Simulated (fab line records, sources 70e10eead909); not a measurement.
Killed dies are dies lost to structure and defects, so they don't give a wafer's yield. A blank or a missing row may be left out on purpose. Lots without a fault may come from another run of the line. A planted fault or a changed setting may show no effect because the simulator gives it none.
A struck lot beside a sound one | flow nand_harc | 14 steps out of a route of 1302
Sound: wafers L234.1, L234.2, L234.4. Struck: wafer L244.6. (L244.1, L244.4 of the same lot were not struck and are left out.) The cause comes at the end.
At each step with rows: each side's tool, then ch and its chambers, then its first start. Under that, the readings that differ: sound wafers | struck wafers | difference of the means | sigmas: that difference in standard deviations of wafers without a fault.
alike: readings whose means differ by less than 2 such deviations, and words and numbers that are the same on both sides. not compared: withheld readings, readings that some wafer has no value for, bounds like >300 that may hide the same value, and numbers for which the record gives no deviation and whose values overlap.
The two part at a step that has a row with sigmas, a row that says differs or no value, or rows on one side only. Numbers that don't overlap but have no deviation are shown without sigmas and don't part them. A reading that every wafer of one side lacks parts them only if that side has two wafers or more.

first, 9 steps without rows for these wafers: NHARC_A_STAIRCASE_DEHYDRATE_176 (time 120 s); NHARC_A_STAIRCASE_HMDS_177 (time 30 s); NHARC_A_STAIRCASE_COAT_178; NHARC_A_STAIRCASE_SOFTBAKE_179 (time 170 s); NHARC_A_STAIRCASE_EBR_180; NHARC_A_STAIRCASE_EXPOSE_181 (exposes mask STAIR 2); NHARC_A_STAIRCASE_PEB_182 (peb time 130 s); NHARC_A_STAIRCASE_DEVELOP_183 (time 140 s); NHARC_A_STAIRCASE_HARDBAKE_185 (time 140 s).
NHARC_A_STAIRCASE_DESCUM_186: chemistry O2, time 3 s.
  sound on rie_diel-10 ch 0,2,3, day 17 03:10; struck on rie_diel-10 ch 3, day 22 08:53
  reading      | sound          | struck | difference | sigmas
  rf_vpp_V (V) | 57.9 57.1 57.1 | 59.7   | +2.3       | +2
  alike: chamber_pressure_mTorr, drypump_motor_current_A, oes_product_au, showerhead_plenum_p_Torr, throttle_valve_pct
  not compared: rf_hours_counter_h
NHARC_A_STAIRCASE_TRIM_187: chemistry O2, time 211.2 s.
  sound on rie_diel-10 ch 0,2,3, day 17 03:16; struck on rie_diel-10 ch 1, day 22 09:22
  reading                        | sound             | struck | difference | sigmas
  chamber_pressure_mTorr (mTorr) | 60.08 60.00 60.02 | 59.88  | -0.15      | -3
  alike: drypump_motor_current_A, oes_product_au, rf_vpp_V, showerhead_plenum_p_Torr, throttle_valve_pct
  not compared: rf_hours_counter_h
NHARC_A_STAIRCASE_ETCH_188: etches the open film in C4F8/O2, target depth 100 nm, time 40.5 s.
  sound on rie_diel-10 ch 0,1,2, day 17 03:24; struck on rie_diel-10 ch 0, day 22 09:30
  reading          | sound          | struck | difference | sigmas
  run_length_s (s) | 61.9 61.8 62.6 | 76.5   | +14.4      | +37
  alike: chamber_pressure_mTorr, oes_product_au, rf_vpp_V
  not compared: rf_hours_counter_h
NHARC_A_STAIRCASE_TRIM_189: chemistry O2, time 211.2 s.
  sound on rie_diel-10 ch 0,2,3; struck on rie_diel-10 ch 2
  alike: chamber_pressure_mTorr, drypump_motor_current_A, oes_product_au, rf_vpp_V, showerhead_plenum_p_Torr, throttle_valve_pct
  not compared: rf_hours_counter_h
-- the record jumps here: 10 days lie between the struck wafers' starts before and after (it left off in module A_STAIRCASE and takes up again in module END, whose first step shown is number 1302 of the route) --
NHARC_END_SORT_01:
  sound on prober-02 ch 0, day 25 16:16; struck on prober-01 ch 0, day 32 20:16
  reading         | sound    | struck | difference | sigmas
  killed_at_array | 54 45 42 | 675    | +628       | +35
  killed_dies     | 61 48 47 | 677    | +625       | +35
  alike: killed_at_other, killed_at_periphery, killed_open, killed_short

WHERE THEY PART
First at NHARC_A_STAIRCASE_DESCUM_186; last, within this record, at NHARC_END_SORT_01.

WHY: what the simulator had put in
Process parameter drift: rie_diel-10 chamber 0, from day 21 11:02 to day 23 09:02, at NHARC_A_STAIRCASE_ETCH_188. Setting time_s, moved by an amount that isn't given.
